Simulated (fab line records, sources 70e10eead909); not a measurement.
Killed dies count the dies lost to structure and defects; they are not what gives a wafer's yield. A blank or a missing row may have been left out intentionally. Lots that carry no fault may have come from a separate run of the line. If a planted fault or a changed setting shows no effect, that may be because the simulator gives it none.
fab line records | flow nand_harc | part 2 of 2: steps 5 to 6 of 6
record: lots: 22 wafers: 66 last_day: 34
route steps=1302 shown A_CHANNEL_HOLE_D2@589 A_CHANNEL_FILL_D2@628 A_STAIRCASE@677
lots that met no fault: taken from a fault-free run of the same line
start_h: hours from the record's first day to the start of the lot's first wafer shown | wait_h: hours elapsed since this lot's preceding step | " the same as in the row above | L1.1+2: a single row standing in for several wafers | - no value, or no start given | * or withheld: withheld | < > ~ a bound
route shown NAME@n: names a module that has steps shown in the file, with the first one's number in the route | usual: average and standard deviation across the fault-free wafers | same: alike in all rows | chamber/n: place in a boat | sites: the reading at each site | _std_site: their standard deviation | _edge_site: the outer-site mean with the inner-site mean subtracted | radius_mm: for every site, how far away it sits from the centre of the wafer | mask NAME#n: copy n | behind: the last tool/chamber to shape the wafer | hold: cause of the lot's hold/its duration in hours/its outcome | device: the n, p or np transistor that did not switch | end of line: the route-end tests of the same wafers | a step without rows: its recipe alone | killed: not the wafer's yield, but the dies lost to structure and defects at the first sort | map: a wafer's dies, marking killed ones x, the rest . and places with no die _
set.NAME: setting as actually run; set.NAME@STEP: the setting as run at that earlier step | model.NAME: the simulator's own value behind a step, which no gauge read
a sample of lots followed through the steps of the route, with each step as a table and each wafer as a row
services: the hour from which a tool's chamber was out of use, counted from the record's first day as start_h (under 0 if before that day), plus the number of hours and why
== steps ==
step: NHARC_A_STAIRCASE_TRIM_20
recipe: time_s: 211.2 o2_flow_sccm: 500 ar_flow_sccm: 0 bias_w: 0 chemistry: O2
usual: drypump_motor_current_A: 5.8/0.41 oes_product_au: 0.999/0.011 rf_vpp_V: 57.5/0.93 showerhead_plenum_p_Torr: 3.47/0.1 throttle_valve_pct: 17.037/0.0084
columns lot.wafer tool chamber start_h wait_h drypump_motor_current_A oes_product_au rf_hours_counter_h rf_vpp_V showerhead_plenum_p_Torr throttle_valve_pct
L074.3 rie_diel-12 3 351.59 0.1 6.0 1.009 24 58.6 3.63 17.042
L074.5 " 1 " " 5.6 0.992 - 58.0 3.42 17.042
L074.6 " 2 " " 5.9 0.996 - 56.8 3.62 17.043
L076.3 rie_diel-07 3 371.40 0.1 4.9 0.998 25 57.7 3.37 17.042
L076.4 " 0 " " 5.9 0.986 23 57.1 3.49 17.044
L076.1 " 1 " " 6.3 1.003 23 58.7 3.40 17.049
L075.2 rie_diel-12 2 371.79 0.1 5.9 0.998 26 57.6 3.62 17.044
L075.4 " 0 " " 5.8 0.979 21 57.7 3.46 17.033
L075.5 " 2 " " 5.8 0.998 - 58.3 3.62 17.024
L077.1 rie_diel-07 1 386.90 0.1 6.3 1.003 27 55.0 3.40 17.040
L077.4 " 2 " " 6.0 1.018 - 56.2 3.51 17.036
L077.5 " 1 " " 6.3 0.998 - 56.5 3.40 17.011
L079.4 rie_diel-08 1 399.87 0.1 5.5 1.015 8 57.4 3.41 17.043
L079.3 " 2 " " 5.9 0.986 6 57.6 3.62 17.025
L079.1 " 3 " " 6.4 0.999 6 60.0 3.67 17.034
L078.3 rie_diel-07 3 400.21 0.1 4.9 1.002 34 58.5 3.37 17.037
L078.2 " 1 " " 6.3 1.005 32 56.6 3.39 17.031
L078.4 " 3 " " 4.9 0.993 - 56.2 3.37 17.031
L080.3 rie_diel-12 0 409.98 0.1 5.8 0.985 37 56.3 3.45 17.030
L080.2 " 1 " " 5.6 0.992 44 59.2 3.41 17.028
L080.4 " 2 " " 5.9 0.997 39 57.9 3.61 17.032
L081.3 rie_diel-08 1 433.39 0.1 5.4 1.021 19 56.2 3.41 17.045
L081.6 " 2 " " 5.9 1.000 - 58.2 3.62 17.030
L081.5 " 3 " " 6.4 0.999 - 57.8 3.66 17.037
L083.3 rie_diel-07 3 452.13 0.1 4.8 0.993 50 56.8 3.36 17.040
L083.4 " 1 " " 6.3 0.993 49 58.6 3.39 17.039
L083.6 " 2 " " 6.0 1.013 - 57.4 3.50 17.041
L084.1 rie_diel-12 0 460.97 0.1 5.8 1.002 2 54.4 3.44 17.040
L084.2 " 2 " " 5.8 0.988 1 57.8 3.60 17.038
L084.6 " 1 " " 5.6 0.973 - 58.3 3.40 17.045
L085.4 rie_diel-07 0 464.91 0.1 5.9 1.001 45 56.9 3.48 17.038
L085.1 " 1 " " 6.3 1.002 53 58.5 3.38 17.041
L085.5 " 2 " " 6.0 1.014 - 57.8 3.50 17.054
L087.1 rie_diel-07 2 470.20 0.1 5.9 1.013 52 57.7 3.50 17.031
L087.5 " 2 " " 5.9 1.024 - 57.4 3.50 17.032
L087.6 " 3 " " 4.9 0.988 - 57.4 3.36 17.028
L086.3 rie_diel-12 1 470.47 0.1 5.6 0.973 6 57.2 3.40 17.024
L086.4 " 2 " " 5.9 0.984 4 57.5 3.60 17.029
L086.1 " 3 " " 6.1 0.981 6 58.6 3.61 17.028
L088.1 rie_diel-08 1 500.13 0.1 5.5 1.009 44 57.1 3.39 17.033
L088.5 " 3 " " 6.4 1.008 - 57.9 3.65 17.029
L088.6 " 0 " " 5.8 0.990 - 57.9 3.27 17.038
L090.2 rie_diel-07 1 519.01 0.1 6.3 1.010 9 57.9 3.38 17.035
L090.6 " 1 " " 6.3 1.009 - 57.4 3.38 17.037
L090.5 " 2 " " 6.0 1.000 - 56.3 3.49 17.042
L092.2 rie_diel-07 1 530.90 0.1 6.3 1.009 12 58.1 3.38 17.037
L092.3 " 0 " " 5.8 0.998 11 58.0 3.47 17.046
L092.5 " 2 " " 5.9 1.013 - 58.6 3.49 17.036
L091.3 rie_diel-12 2 531.22 0.1 5.9 1.006 25 57.4 3.59 17.039
L091.2 " 3 " " 6.0 0.983 25 57.9 3.59 17.038
L091.5 " 1 " " 5.6 0.992 - 55.6 3.39 17.027
L093.2 rie_diel-07 2 545.09 0.1 5.9 0.995 18 57.4 3.49 17.041
L093.4 " 3 " " 4.9 0.977 18 57.0 3.35 17.049
L093.5 " 1 " " 6.3 1.015 - 57.8 3.37 17.020
L094.2 rie_diel-12 2 553.57 0.1 5.9 1.004 36 58.5 3.59 17.037
L094.3 " 3 " " 6.0 0.979 36 58.3 3.59 17.037
L094.5 " 3 " " 6.0 0.985 - 57.3 3.59 17.030
L096.1 rie_diel-07 2 573.09 0.2 6.0 1.003 29 57.1 3.48 17.040
L096.4 " 0 " " 5.9 1.009 30 57.8 3.46 17.029
L096.3 " 1 " " 6.3 1.008 28 55.8 3.37 17.025
L095.3 rie_diel-07 0 573.39 0.1 5.9 1.012 31 58.2 3.46 17.047
L095.4 " 2 " " 6.0 1.014 30 56.9 3.48 17.033
L095.6 " 0 " " 5.8 1.004 - 57.1 3.46 17.029
L097.4 rie_diel-12 1 600.63 0.1 5.6 0.987 49 57.6 3.38 17.030
L097.1 " 3 " " 6.0 0.980 48 59.9 3.58 17.048
L097.5 " 0 " " 5.8 0.998 - 58.6 3.41 17.036
step: NHARC_A_STAIRCASE_TRIM_189
recipe: time_s: 211.2 o2_flow_sccm: 500 ar_flow_sccm: 0 bias_w: 0 chemistry: O2
usual: drypump_motor_current_A: 5.8/0.38 oes_product_au: 1.000/0.012 rf_vpp_V: 57.8/0.87 showerhead_plenum_p_Torr: 3.47/0.11 throttle_valve_pct: 17.036/0.0091
columns lot.wafer tool chamber start_h wait_h drypump_motor_current_A oes_product_au rf_hours_counter_h rf_vpp_V showerhead_plenum_p_Torr throttle_valve_pct
L074.3 rie_diel-12 3 - - 6.0 1.011 25 58.6 3.63 17.028
L074.6 " 1 " " 5.6 1.001 - 56.9 3.42 17.028
L074.5 " 2 " " 5.9 1.004 - 57.7 3.62 17.042
L076.1 rie_diel-07 0 - - 5.9 0.981 24 59.0 3.49 17.033
L076.4 " 1 " " 6.3 0.998 24 58.3 3.40 17.042
L076.3 " 2 " " 6.0 1.023 27 56.9 3.51 17.032
L075.2 rie_diel-07 1 - - 6.3 1.003 25 57.3 3.40 17.038
L075.4 " 3 " " 4.9 1.013 - 57.6 3.37 17.043
L075.5 " 1 " " 6.3 0.997 - 58.2 3.40 17.038
L077.4 rie_diel-12 1 - - 5.6 0.975 36 56.9 3.42 17.034
L077.1 " 3 " " 6.0 1.003 37 56.6 3.62 17.046
L077.5 " 0 " " 5.8 0.984 - 57.0 3.45 17.026
L078.4 rie_diel-12 1 - - 5.6 0.998 43 57.2 3.41 17.054
L078.3 " 2 " " 5.9 0.998 38 57.4 3.61 17.035
L078.2 " 3 " " 6.0 1.002 43 58.0 3.62 17.037
L079.4 rie_diel-08 3 - - 6.4 0.998 11 58.4 3.66 17.045
L079.1 " 0 " " 5.8 0.970 14 58.2 3.29 17.030
L079.3 " 1 " " 5.5 1.008 13 57.9 3.41 17.049
L080.4 rie_diel-07 0 - - 5.9 0.984 27 57.1 3.49 17.034
L080.2 " 1 " " 6.3 1.000 38 57.4 3.39 17.033
L080.3 " 2 " " 6.0 1.026 41 59.7 3.50 17.039
L081.3 rie_diel-12 1 - - 5.7 0.992 53 58.5 3.41 17.007
L081.5 " 1 " " 5.7 0.997 - 58.5 3.41 17.053
L081.6 " 2 " " 5.8 0.991 - 58.3 3.61 17.020
L083.3 rie_diel-08 2 - - 5.9 1.001 25 58.0 3.61 17.040
L083.4 " 3 " " 6.4 1.010 24 59.3 3.66 17.047
L083.6 " 1 " " 5.5 1.009 - 57.5 3.40 17.052
L084.2 rie_diel-07 3 - - 4.9 0.995 57 58.5 3.36 17.042
L084.1 " 0 " " 5.8 0.996 45 58.1 3.48 17.036
L084.6 " 2 " " 6.0 1.006 - 55.9 3.50 17.030
L085.1 rie_diel-07 1 - - 6.3 1.007 54 57.6 3.38 17.054
L085.4 " 3 " " 4.9 0.997 58 58.5 3.36 17.037
L085.5 " 0 " " 5.8 1.006 - 57.7 3.48 17.030
L087.1 rie_diel-08 1 - - 5.5 1.018 36 56.7 3.40 17.033
L087.6 " 1 " " 5.5 1.009 - 57.0 3.40 17.032
L087.5 " 2 " " 5.9 1.006 - 58.0 3.61 17.031
L086.4 rie_diel-08 1 - - 5.5 1.027 38 58.3 3.40 17.049
L086.1 " 3 " " 6.4 1.004 35 57.3 3.65 17.049
L086.3 " 0 " " 5.8 0.997 38 57.9 3.28 17.044
L088.1 rie_diel-07 2 - - 6.0 0.995 5 56.2 3.50 17.042
L088.6 " 1 " " 6.3 1.009 - 58.2 3.38 17.032
L088.5 " 2 " " 6.0 1.006 - 58.6 3.50 17.042
L090.2 rie_diel-07 0 - - 5.9 0.996 10 58.3 3.47 17.042
L090.5 " 2 " " 6.0 1.002 - 58.1 3.49 17.039
L090.6 " 3 " " 4.9 0.975 - 58.1 3.35 17.037
L092.3 rie_diel-08 1 - - 5.5 1.022 52 58.2 3.39 17.033
L092.2 " 3 " " 6.4 1.019 46 57.6 3.64 17.034
L092.5 " 1 " " 5.4 1.013 - 57.1 3.39 17.040
L091.2 rie_diel-07 0 - - 5.9 0.991 11 57.6 3.47 17.048
L091.3 " 1 " " 6.3 1.015 12 57.6 3.38 17.049
L091.5 " 1 " " 6.3 1.017 - 57.5 3.38 17.025
L093.4 rie_diel-12 0 - - 5.8 1.000 40 58.3 3.42 17.027
L093.2 " 2 " " 5.9 1.006 34 58.7 3.59 17.034
L093.5 " 0 " " 5.8 1.000 - 58.2 3.42 17.024
L094.3 rie_diel-08 2 - - 6.0 1.001 1 59.3 3.60 17.035
L094.2 " 1 " " 5.5 1.009 1 56.4 3.39 17.048
L094.5 " 3 " " 6.4 0.994 - 58.0 3.64 17.027
L096.4 rie_diel-07 0 - - 5.8 1.005 32 58.0 3.46 17.031
L096.1 " 1 " " 6.3 1.012 29 58.4 3.37 17.042
L096.3 " 3 " " 4.9 0.984 33 58.0 3.34 17.030
L095.3 rie_diel-12 3 - - 6.0 0.982 44 59.1 3.58 17.027
L095.4 " 0 " " 5.8 1.000 49 57.0 3.42 17.031
L095.6 " 1 " " 5.6 0.986 - 57.9 3.38 17.028
L097.1 rie_diel-12 2 - - 5.8 1.018 44 58.7 3.58 17.012
L097.4 " 3 " " 6.0 0.994 48 59.0 3.58 17.042
L097.5 " 1 " " 5.6 0.994 - 56.0 3.38 17.042
== services ==
columns tool chamber start_h hours kind
rie_diel-12 - 269.73 9.0 pm
rie_diel-10 0 273.24 3.8 repair
rie_diel-12 2 283.17 8.2 repair
rie_diel-12 0 285.25 17.2 repair
rie_diel-07 - 294.28 9.0 pm
rie_diel-06 - 307.20 9.0 pm
rie_diel-07 3 347.17 4.9 repair
rie_diel-10 - 364.83 0.8 repair
rie_diel-07 0 385.23 18.2 repair
rie_diel-06 1 397.16 12.5 repair
rie_diel-10 - 419.50 9.0 pm
rie_diel-10 2 430.70 2.5 repair
rie_diel-06 1 445.99 5.6 repair
rie_diel-12 - 447.46 9.0 pm
rie_diel-10 1 456.56 7.0 repair
rie_diel-10 0 462.22 11.4 repair
rie_diel-06 3 464.42 3.4 repair
rie_diel-06 - 484.20 9.0 pm
rie_diel-10 - 492.08 1.9 repair
rie_diel-06 2 501.97 6.2 repair
rie_diel-12 1 544.04 2.3 repair
rie_diel-06 - 573.84 1.3 repair
rie_diel-12 2 582.04 17.2 repair
rie_diel-06 1 597.23 7.1 repair
